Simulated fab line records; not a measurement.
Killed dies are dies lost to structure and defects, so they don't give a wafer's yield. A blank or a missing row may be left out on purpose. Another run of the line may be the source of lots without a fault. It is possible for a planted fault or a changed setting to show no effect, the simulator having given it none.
A struck lot beside a sound one || flow nand_harc || 15 steps out of a route of 1302
Sound: the wafers L420.1, L420.2, L420.5. Struck: wafer L428.5. (L428.1, L428.4 of the same lot were not struck and are left out.) The cause comes at the end.
Each step with rows lists, per side, the tool, then ch with its chambers, then its first start. Under that, the readings that differ: sound wafers || struck wafers || difference of the means || sigmas: that difference in standard deviations of wafers without a fault.
alike: a reading whose means differ by less than 2 such deviations, as well as words and numbers matching on both sides. not compared: withheld readings; readings where some wafer has no value; bounds like >300 that might hide an equal value; numbers whose values overlap and for which the record gives no deviation.
The two part at a step that has a row with sigmas, a row that says differs or no value, or rows on one side only. Numbers that don't overlap but have no deviation are shown without sigmas and don't part them. A reading that every wafer of one side lacks parts them only if that side has two wafers or more.

NHARC_A_CONTACT_ETCH_137: etches the open film in C4F8/O2/Ar, time 311 s, target depth 1912 nm.
  sound on har_cap_etch-02 ch 0,1, day 23 09:25; struck on har_cap_etch-01 ch 1, day 26 18:48
  not compared: rf_hours_counter_h
NHARC_A_CONTACT_ETCH_138: etches the open film in C4F8/O2/Ar, time 311 s, target depth 1914 nm.
  sound on har_cap_etch-02 ch 0,1, day 23 09:41; struck on har_cap_etch-01 ch 1, day 26 19:05
  not compared: rf_hours_counter_h
then, 2 steps without rows for these wafers: NHARC_A_CONTACT_ETCH_139 (etches the open film in C4F8/O2/Ar, time 195 s, target depth 840 nm); NHARC_A_CONTACT_ETCH_92 (etches the open film in CH3F/O2, target depth 40 nm, time 85.7 s).
NHARC_A_CONTACT_ETCH_98: etches the open film in C4F6/O2, target depth 20 nm, time 10 s.
  sound on rie_diel-01 ch 1,3, day 23 10:55; struck on rie_diel-01 ch 2, day 26 20:05
  alike: bias_w, c4f6_flow_sccm, drypump_motor_current_A, oes_product_au, rf_vpp_V, showerhead_plenum_p_Torr, throttle_valve_pct
  not compared: rf_hours_counter_h
NHARC_A_CONTACT_CD_MEAS_15:
  struck on cd_sem-02, day 26 20:10; sound on cd_sem-01, day 23 11:01
  alike: cd_nm
then, 3 steps without rows for these wafers: NHARC_A_CONTACT_STRIP_107 (strips in N2/H2); NHARC_A_CONTACT_STRIP_108 (strips in CF4/CHF3); NHARC_A_CONTACT_STRIP_109 (strips in O2/COS).
NHARC_A_CONTACT_ETCH_110: etches the open film in CF4/O2, target depth 60 nm, overetch 6 nm, time 33 s.
  sound on rie_diel-01 ch 1,3, day 23 12:21; struck on rie_diel-01 ch 3, day 26 20:29
  alike: bias_w, drypump_motor_current_A, oes_product_au, rf_vpp_V, showerhead_plenum_p_Torr, throttle_valve_pct
  not compared: rf_hours_counter_h
then, 2 steps without rows for these wafers: NHARC_A_CONTACT_STRIP_26 (strips in O2); NHARC_A_CONTACT_STRIP_27 (strips in post etch residue remover, time 600 s).
NHARC_A_CONTACT_ALD_18: deposits TiN, target thk 3 nm, pulse time 1 s, ald cycles 150.
  sound on ald_metal-03 ch 0,1,2, day 23 13:04; struck on ald_metal-03 ch 1, day 26 21:14
{"reading": "ald_cycles", "sound": "150 150 150", "struck": 143, "difference": -7, "sigmas": ""}
  alike: heater_power_w, precursor_pulse_height_rel
  not compared: since_wet_clean_h
NHARC_A_CONTACT_CVD_19: deposits W, target thk 300 nm, time 802 s.
  sound on cvd_w-02 ch 0,1; struck on cvd_w-01 ch 0
  alike: heater_power_w, throttle_valve_pct
  not compared: since_wet_clean_h
-- the record jumps here: 2 days lie between the struck wafers' starts before and after (it left off in module A_CONTACT and takes up again in module END, whose first step shown is number 1302 of the route) --
NHARC_END_SORT_01:
  the record has rows for the struck wafers here (prober-02 ch 0, day 28 23:04) and none for the sound ones

## WHERE THEY PART
Only at NHARC_END_SORT_01, as far as this record shows.

WHY: whatever the simulator had introduced
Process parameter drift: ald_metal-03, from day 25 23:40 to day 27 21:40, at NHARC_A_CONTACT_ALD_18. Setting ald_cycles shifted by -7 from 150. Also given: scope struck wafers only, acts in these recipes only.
